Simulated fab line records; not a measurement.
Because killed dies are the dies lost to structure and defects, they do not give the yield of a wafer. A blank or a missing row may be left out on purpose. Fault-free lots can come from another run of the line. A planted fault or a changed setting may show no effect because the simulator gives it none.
A struck lot beside a sound one -- flow n5Finfet -- 14 steps out of a route of 1938
Sound: wafers L612.1, L612.2, L612.5. Struck: wafers L618.3, L618.4, L618.5. Last of all comes the cause.
Order at every step that has rows: each side's tool, ch and its chambers, its first start. Under that, the readings that differ: sound wafers -- struck wafers -- difference of the means -- sigmas: that difference in standard deviations of wafers without a fault.
alike: readings whose means differ by less than 2 such deviations, and words and numbers that are the same on both sides. not compared: withheld readings, readings that some wafer has no value for, bounds like >300 that may hide the same value, and numbers for which the record gives no deviation and whose values overlap.
The two part at a step that has a row with sigmas, a row that says differs or no value, or rows on one side only. Numbers that have no deviation but don't overlap get no sigmas and don't part them. A reading that every wafer of one side lacks parts them only if that side has two wafers or more.

first, 6 steps without rows for these wafers: N5_BEOL_M14_EBR_06; N5_BEOL_M14_SOFTBAKE_05 (time 60 s); N5_BEOL_M14_EXPOSE_07 (exposes mask V13); N5_BEOL_M14_PEB_08 (peb time 90 s); N5_BEOL_M14_DEVELOP_09 (develop time 45 s); N5_BEOL_M14_HARDBAKE_14 (time 120 s).
N5_BEOL_M14_CD_MEAS_10 targets a cd of 250 nm.
  sound on cdSem-02 ch 0, day 12 14:08; struck on cdSem-02 ch 0, day 15 11:18
  alike: cdNm
N5_BEOL_M14_OVL_MEAS_11:
  sound on overlay-02 ch 0, day 12 14:10; struck on overlay-01 ch 0, day 15 11:20
reading,sound,struck,difference,sigmas
V13_OVL (nm),-13 -6 -16,6 0 4,+15,+3
N5_BEOL_M14_INSPECT_12: inspects for defects (macro).
  sound on defectInspect-01, day 12 14:11; struck on defectInspect-01, day 15 11:21
  alike: rawDefectCount
N5_BEOL_M14_DESCUM_15: chemistry O2, time 7.9 s.
  sound on rieDiel-05 ch 1,2,3, day 12 14:13; struck on rieDiel-05 ch 1,2, day 15 11:23
  alike: drypumpMotorCurrentA, oesProductAu, rfVppV, showerheadPlenumPTorr, throttleValvePct
  not compared: rfHoursCounterH
N5_BEOL_M14_ETCH_59: etches BARC in N2/H2, target depth 89 nm, overetch 26.7 nm, time 67.9 s.
  sound on rieDiel-05 ch 1,2,3, day 12 14:15; struck on rieDiel-05 ch 1,2, day 15 11:25
  alike: drypumpMotorCurrentA, h2FlowSccm, oesProductAu, rfVppV, showerheadPlenumPTorr, throttleValvePct
  not compared: rfHoursCounterH
N5_BEOL_M14_VIA_ETCH_16: etches SiO2 in C4F8/O2/Ar, target depth 1231.3 nm.
  sound on rieDiel-05 ch 1,2,3, day 12 14:18; struck on rieDiel-05 ch 1,2, day 15 11:28
  alike: drypumpMotorCurrentA, heInnerTorr, oesProductAu, rfVppV, showerheadPlenumPTorr, throttleValvePct
N5_BEOL_M14_STRIP_63: strips in O2.
  sound on rieDiel-05 ch 1,2,3, day 12 14:00; struck on rieDiel-05 ch 1,2, day 15 11:00
  no value came back on the struck wafers for any of 7 readings (biasPowerW (W), chamberPressureMTorr (mTorr) and others); on the sound wafers biasPowerW (W) reads 0 0 0
reading,sound,struck,difference,sigmas
model.coat_of_BEOL_M14_COAT_04.thkNm (nm),0 0 0,457.4 455.8 460.4,+457.9,
  not compared: rfHoursCounterH
N5_BEOL_M14_STRIP_64: strips in O2.
  sound: rieDiel-05 ch 1,2,3; struck: rieDiel-05 ch 1,2
  alike: chamberPressureMTorr, drypumpMotorCurrentA, oesProductAu, rfVppV, showerheadPlenumPTorr, throttleValvePct
  not compared: rfHoursCounterH

## WHERE THEY PART
At N5_BEOL_M14_OVL_MEAS_11 first; at N5_BEOL_M14_STRIP_63 last (within this record only). Later steps at which nothing parts them and some readings are alike: N5_BEOL_M14_STRIP_64.

WHY: what had been put in by the simulator
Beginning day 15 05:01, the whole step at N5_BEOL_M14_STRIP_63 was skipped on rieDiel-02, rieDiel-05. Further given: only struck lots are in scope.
